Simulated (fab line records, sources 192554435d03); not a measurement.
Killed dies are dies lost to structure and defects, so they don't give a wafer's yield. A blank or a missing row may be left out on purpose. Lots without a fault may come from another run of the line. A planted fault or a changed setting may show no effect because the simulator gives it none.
Split-lot experiment | flow n5_finfet | 7 lots, 21 wafers read, on a route of 1938 steps

THE SPLIT
At N5_BEOL_M7_ILD_DEP_00 (deposits SiCOH lowk from DEMS/porogen, target thk 179.75 nm, time 33.4 s), the setting time_s was moved away from the recipe's 33.4 s on 10 of the 21 wafers read, by -9.9% to +11.5%. The other wafers ran this setting at the recipe's value.

FROM THE SPLIT TO THE READING: what the file shows between them, 1 step
- N5_BEOL_M7_CURE_74: cures SiCOH lowk, time 240 s

THE READING
M7_ILD_THK, in nm, at N5_BEOL_M7_THK_MEAS_01. Fault-free wafers of this fab line usually give 155.0 nm, standard deviation 1.9 nm.

wafer  | tool, chamber at the split | time_s as run, s | against the recipe | M7_ILD_THK, nm | against lot-mates on the recipe
L074.1 | pecvd-02, 0                | 33.4             | recipe             | 155.1          | -
L074.3 | pecvd-02, 0                | 33.4             | recipe             | 155.7          | -
L074.5 | pecvd-02, 1                | 30.48            | -8.7%              | 138.3          | -17.1
L083.2 | pecvd-03, 1                | 33.4             | recipe             | 153.8          | -
L083.4 | pecvd-03, 2                | 36.57            | +9.5%              | 171.7          | +17.9
L083.5 | pecvd-03, 1                | 36.57            | +9.5%              | 169.1          | +15.3
L086.4 | pecvd-01, 2                | 30.08            | -9.9%              | 141.4          | -14.8
L086.5 | pecvd-01, 1                | 33.4             | recipe             | 157.6          | -
L086.6 | pecvd-01, 0                | 33.4             | recipe             | 154.8          | -
L087.2 | pecvd-01, 1                | 32.09            | -3.9%              | 149.1          | -4.0
L087.3 | pecvd-01, 0                | 33.4             | recipe             | 153.1          | -
L087.5 | pecvd-01, 0                | 32.09            | -3.9%              | 148.7          | -4.4
L091.1 | pecvd-03, 2                | 32.01            | -4.2%              | 144.4          | -10.8
L091.3 | pecvd-03, 0                | 32.01            | -4.2%              | 146.6          | -8.6
L091.4 | pecvd-03, 2                | 33.4             | recipe             | 155.2          | -
L093.2 | pecvd-02, 0                | 37.24            | +11.5%             | 171.0          | +15.0
L093.5 | pecvd-02, 0                | 37.24            | +11.5%             | 173.8          | +17.8
L093.6 | pecvd-02, 2                | 33.4             | recipe             | 156.0          | -
L097.1 | pecvd-01, 1                | 33.4             | recipe             | 156.6          | -
L097.2 | pecvd-01, 2                | 33.4             | recipe             | 155.5          | -
L097.6 | pecvd-01, 1                | 33.4             | recipe             | 156.2          | -

THE FIT
A straight line over all 21 wafers: M7_ILD_THK changes by +1.61 nm for each +1% of time_s; r = +0.98; the points scatter about the line by 1.7 nm.
The same after taking each lot's own level away (the mean of its wafers on the recipe; 21 wafers): +1.61 nm for each +1%; r = +0.98; scatter 1.8 nm.
On that fit, the largest move of time_s shifts the reading by 19 nm.
The lots' own levels span 153.10 to 156.20 nm, that is 1.6 times the standard deviation above.
So the lot-to-lot level changes the slope little: the two slopes agree.
Check: with one of the wafers moved furthest among these (+11.5%) left out of the fit, the line predicts +19.3 nm for it against its lot-mates. It came out at +15 nm against them.

OTHER SPLITS ON THESE WAFERS
These wafers also went through other splits before the reading. Each is held against what the fit with the lots' levels taken away leaves over:
other split on the same wafers | wafers away from the commonest value | r with M7_ILD_THK (lot level and that fit taken away)
N5_BEOL_M5_EXPOSE_08 dose_mj   | 7                                    | +0.00
N5_BEOL_M5_SPUTTER_83 time_s   | 5                                    | +0.10

THE WHOLE CHAIN: every reading that the file lists as answering this split, in the file's order
step                   | what it does                                                             | reading                                                                                  | change (the file's fit)              | r (the file's)
N5_BEOL_M7_ILD_DEP_00  | deposits SiCOH lowk from DEMS/porogen, target thk 179.75 nm, time 33.4 s | SiCOH_lowk_of_BEOL_M7_ILD_DEP_00.thk_nm (the simulator's own value, which no gauge read) | +1.88 nm for each +1% of the setting | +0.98
N5_BEOL_M7_CURE_74     | cures SiCOH lowk, time 240 s                                             | SiCOH_lowk_of_BEOL_M7_ILD_DEP_00.thk_nm (the simulator's own value, which no gauge read) | +1.62 nm for each +1% of the setting | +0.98
N5_BEOL_M7_THK_MEAS_01 |                                                                          | M7_ILD_THK                                                                               | +1.63 for each +1% of the setting    | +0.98

THE FILE'S OWN FIT
M7_ILD_THK changes by +1.63 nm for each +1% of time_s, r = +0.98.
